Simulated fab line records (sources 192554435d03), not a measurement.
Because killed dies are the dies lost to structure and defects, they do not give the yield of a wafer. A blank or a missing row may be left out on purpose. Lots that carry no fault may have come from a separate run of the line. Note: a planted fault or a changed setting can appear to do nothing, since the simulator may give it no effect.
Split-lot trial | flow n5Finfet | on a route of 1938 steps: 7 lots, 21 wafers read

== ABOUT THE SPLIT ==
At N5_BEOL_M6_ILD_DEP_00 (deposits SiCOH lowk from DEMS/porogen, target thk 179.75 nm, time 33.4 s), the setting timeS was moved away from the recipe's 33.4 s on 9 of the 21 wafers read, by -6.5% to +8.0%. This setting was run at the recipe's value on the other wafers.

== BETWEEN THE SPLIT AND THE READING: the file shows 1 step in between ==
- N5_BEOL_M6_CURE_74: cures SiCOH lowk, time 240 s

== THE READING ==
M6_ILD_THK in nanometres, read at N5_BEOL_M6_THK_MEAS_01. Typical for fault-free wafers on this fab line: 155.1 nm, with standard deviation 1.9 nm.

wafer  | tool, chamber at the split | timeS as run, s | against the recipe | M6_ILD_THK, nm | against lot-mates on the recipe
L079.3 | pecvd-01, 0                | 33.4            | recipe             | 153.4          | -
L079.4 | pecvd-01, 0                | 33.4            | recipe             | 155.2          | -
L079.6 | pecvd-01, 1                | 33.4            | recipe             | 154.5          | -
L085.1 | pecvd-02, 2                | 33.4            | recipe             | 153.3          | -
L085.4 | pecvd-02, 2,0              | 35.27           | +5.6%              | 165.9          | +12.6
L085.5 | pecvd-02, 2,0              | 35.27           | +5.6%              | 165.7          | +12.4
L089.3 | pecvd-01, 2                | 33.4            | recipe             | 154.9          | -
L089.5 | pecvd-01, 2                | 31.24           | -6.5%              | 146.6          | -8.3
L089.6 | pecvd-01, 0                | 31.24           | -6.5%              | 148.0          | -6.9
L087.2 | pecvd-03, 2                | 33.4            | recipe             | 154.9          | -
L087.3 | pecvd-03, 1                | 33.4            | recipe             | 154.2          | -
L087.5 | pecvd-03, 2                | 33.4            | recipe             | 157.6          | -
L090.2 | pecvd-01, 1                | 33.4            | recipe             | 154.8          | -
L090.5 | pecvd-01, 2                | 33.4            | recipe             | 156.5          | -
L090.6 | pecvd-01, 0                | 31.47           | -5.8%              | 149.2          | -6.5
L094.1 | pecvd-02, 0                | 36.06           | +8.0%              | 163.6          | +7.2
L094.4 | pecvd-02, 2                | 33.4            | recipe             | 156.4          | -
L094.6 | pecvd-02, 0                | 36.06           | +8.0%              | 165.9          | +9.5
L097.2 | pecvd-03, 0                | 33.4            | recipe             | 156.7          | -
L097.3 | pecvd-03, 2                | 36.02           | +7.8%              | 165.2          | +8.5
L097.6 | pecvd-03, 0                | 36.02           | +7.8%              | 169.4          | +12.7
The file does not say which wafer passed through which chamber wherever a row lists several chambers: such a row stands for several wafers.

FIT RESULTS
A straight line over all 21 wafers: M6_ILD_THK changes by +1.36 nm for each +1% of timeS; r = +0.96; the points scatter about the line by 1.7 nm.
The same after taking each lot's own level away (the mean of its wafers on the recipe; 21 wafers): +1.31 nm for each +1%; r = +0.95; scatter 2.1 nm.
Per that fit: largest timeS move, reading shift of 10 nm.
Measured against the standard deviation above, the lots' own levels, which go from 153.30 to 156.70 nm, span 1.8 times it.
The two slopes are in agreement: the lot-to-lot level therefore moves the slope only a little.
Check: with one of the wafers moved furthest among these (+8.0%) left out of the fit, the line predicts +11.6 nm for it against its lot-mates. It came out at +7.2 nm against them.

== FURTHER SPLITS ON THESE WAFERS ==
Note: prior to the reading, these wafers also went through further splits. Each is held against what the fit with the lots' levels taken away leaves over:
other split on the same wafers | wafers away from the commonest value | r with M6_ILD_THK (lot level and that fit taken away)
N5_BEOL_M3_EXPOSE_25 doseMj    | 5                                    | +0.25
N5_BEOL_M4_ETCH_64 biasW       | 6                                    | +0.18
N5_BEOL_M4_COAT_67 spinRpm     | 10                                   | -0.25
N5_BEOL_M5_COAT_71 spinRpm     | 4                                    | -0.01

== THE WHOLE CHAIN: every reading that the file lists as answering this split, in the file's order ==
step                   | what it does                                                             | reading                                                                                 | change (the file's fit)              | r (the file's)
N5_BEOL_M6_ILD_DEP_00  | deposits SiCOH lowk from DEMS/porogen, target thk 179.75 nm, time 33.4 s | SiCOH_lowk_of_BEOL_M6_ILD_DEP_00.thkNm (the simulator's own value, which no gauge read) | +1.52 nm for each +1% of the setting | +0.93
N5_BEOL_M6_CURE_74     | cures SiCOH lowk, time 240 s                                             | SiCOH_lowk_of_BEOL_M6_ILD_DEP_00.thkNm (the simulator's own value, which no gauge read) | +1.33 nm for each +1% of the setting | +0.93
N5_BEOL_M6_THK_MEAS_01 |                                                                          | M6_ILD_THK                                                                              | +1.32 for each +1% of the setting    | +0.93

== FILE'S OWN FIT ==
M6_ILD_THK changes by +1.32 nm for each +1% of timeS, r = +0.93.
